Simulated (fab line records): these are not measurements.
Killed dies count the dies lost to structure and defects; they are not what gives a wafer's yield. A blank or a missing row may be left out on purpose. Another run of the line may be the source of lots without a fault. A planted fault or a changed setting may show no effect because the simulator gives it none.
Struck lot and sound lot, side by side	flow n5-finfet	21 steps out of a route of 1938
Sound: these wafers, L942.1, L942.3, L942.4. Struck: wafers L948.1, L948.2, L948.5. At the end, the cause is stated.
For every step that has rows: the tool of each side, followed by ch and its chambers, followed by its first start. Under that, the readings that differ: sound wafers	struck wafers	difference of the means	sigmas: that difference in standard deviations of wafers without a fault.
alike: readings with means less than 2 such deviations apart, plus words and numbers identical on both sides. not compared: withheld readings, readings lacking a value on some wafer, bounds such as >300 that could conceal the same value, and numbers that have no deviation in the record and whose values overlap.
A row with sigmas, a row that says differs or no value, or rows on one side alone: a step with any of these is where the two part. Numbers that have no deviation but don't overlap get no sigmas and don't part them. Lack of a reading on every wafer of one side parts them only where that side has two or more wafers.

N5_BEOL_M3_ANNEAL_87: time 240 s.
  sound on pvd-sputter-01, day 10 07:28; struck on pvd-sputter-02, day 11 13:15
  alike: heater-power-w
then, 7 steps without rows for these wafers: N5_BEOL_M3_SPUTTER_88 (material Cu, target thk 4.5 nm, time 8.29 s); N5_BEOL_M3_ANNEAL_89 (time 240 s); N5_BEOL_M3_SPUTTER_90 (material Cu, target thk 4.5 nm, time 8.29 s); N5_BEOL_M3_ANNEAL_91 (time 240 s); N5_BEOL_M3_SPUTTER_92 (material Cu, target thk 4.5 nm, time 8.29 s); N5_BEOL_M3_ANNEAL_93 (time 240 s); N5_BEOL_M3_SPUTTER_94 (material Cu, target thk 4.5 nm, time 8.29 s).
N5_BEOL_M3_ANNEAL_95: time 240 s.
  sound on pvd-sputter-01, day 10 08:20; struck on pvd-sputter-02, day 11 14:08
  alike: heater-power-w
N5_BEOL_M3_SPUTTER_96: material Cu, target thk 4.5 nm, time 8.29 s.
  sound on pvd-sputter-01, day 10 08:29; struck on pvd-sputter-02, day 11 14:16
  alike: throttle-valve-pct
then, 1 step without rows for these wafers: N5_BEOL_M3_ECD_50 (material Cu, target thk 300 nm).
N5_BEOL_M3_ANNEAL_51: time 90 s.
  sound on rtp-anneal-01 ch 0, day 10 08:57; struck on rtp-anneal-01 ch 0, day 11 14:35
  alike: wafer_temp_C_max
N5_BEOL_M3_CMP_52: polishes, stops on SiOC, t overpolish 6.8 s, target thk 40 nm.
  sound on cmp-01 ch 1,2,3, day 10 09:15; struck on cmp-01 ch 0,1, day 11 14:53
reading	sound	struck	difference	sigmas
barrier-field-endpoint-s (s)	25.0 24.3 25.7	41.2 41.2 41.2	+16.2	+28
overpolish-run-s (s)	6.796 6.794 6.798	0.042 0.036 0.036	-6.758	-99 or more
time-to-endpoint-s (s)	66 61 69	83 80 82	+16	+5
  alike: head-pressure-psi, motor-current-A
  not compared: model.SiOC_of_BEOL_M3_ILD_DEP_00.thk-nm
N5_BEOL_M3_THK_MEAS_53: measures by xrf.
  sound on film-metro-02, day 10 09:32; struck on film-metro-02, day 11 15:11
reading	sound	struck	difference	sigmas
M3_THK (nm)	39.8 38.7 42.6	145.1 158.4 152.1	+111.5	+70
then, 1 step without rows for these wafers: N5_BEOL_M3_PRE_CLEAN_60 (time 15 s).
N5_BEOL_M3_CO_CAP_55: material Co, precursor CCTBA/H2, target thk 2 nm, time 102.1 s.
  sound on cvd-co-01 ch 1,2, day 10 09:37; struck on cvd-co-02 ch 0,2, day 11 15:16
  alike: heater-power-w
then, 2 steps without rows for these wafers: N5_BEOL_M3_PRE_CLEAN_56 (time 15 s); N5_BEOL_M3_DEP_57 (deposits SiCN from 3MS/NH3, target thk 8 nm, time 14 s).
N5_BEOL_M3_INSPECT_59: inspects for defects (darkfield).
  sound on defect-inspect-02, day 10 09:50; struck on defect-inspect-01, day 11 15:29
reading	sound	struck	difference	sigmas
raw-defect-count	113 74 48	4932 5110 4984	+4930	+99 or more
N5_BEOL_M4_RC_MEAS_101:
  the record has rows for the sound wafers here (prober-02 ch 0, day 11 12:30) and none for the struck ones
-- here the record skips 5 days between the struck wafers' starts before and after, leaving off in module BEOL_M4 and picking up in module PASSIVATION (first step shown: number 1936 of the route) --
N5_PASSIVATION_PROBE_49:
  sound on prober-01, day 16 10:09; struck on prober-02, day 16 17:05
reading	sound	struck	difference	sigmas
defect-limited-yield (%)	90.1 90.2 90.8	0 0 0	-90	-60
killed_at_M0_to_M3	43 49 38	1117 1106 1117	+1070	+89
killed-at-other	5 7 1	9 20 14	+10	+3
killed-dies	117 116 108	1180 1180 1180	+1066	+59
killed-on-rim	15 17 16	152 152 152	+136	+33
sort-n-pass	1063 1064 1072	0 0 0	-1066	-59
sort-yield-pct (%)	90.1 90.2 90.8	0 0 0	-90	-60
  alike: killed_at_M4_up, killed-at-contacts, killed-at-front-end, killed-open, killed-short, sort_bin_4_leakage, sort_bin_5_function, sort_bin_6_memory

## WHERE THEY PART
First at N5_BEOL_M3_CMP_52; last, within this record, at N5_PASSIVATION_PROBE_49.

WHY: the cause the simulator had injected
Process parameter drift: cmp-01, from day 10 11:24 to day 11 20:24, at N5_BEOL_M3_CMP_52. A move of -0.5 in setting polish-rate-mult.
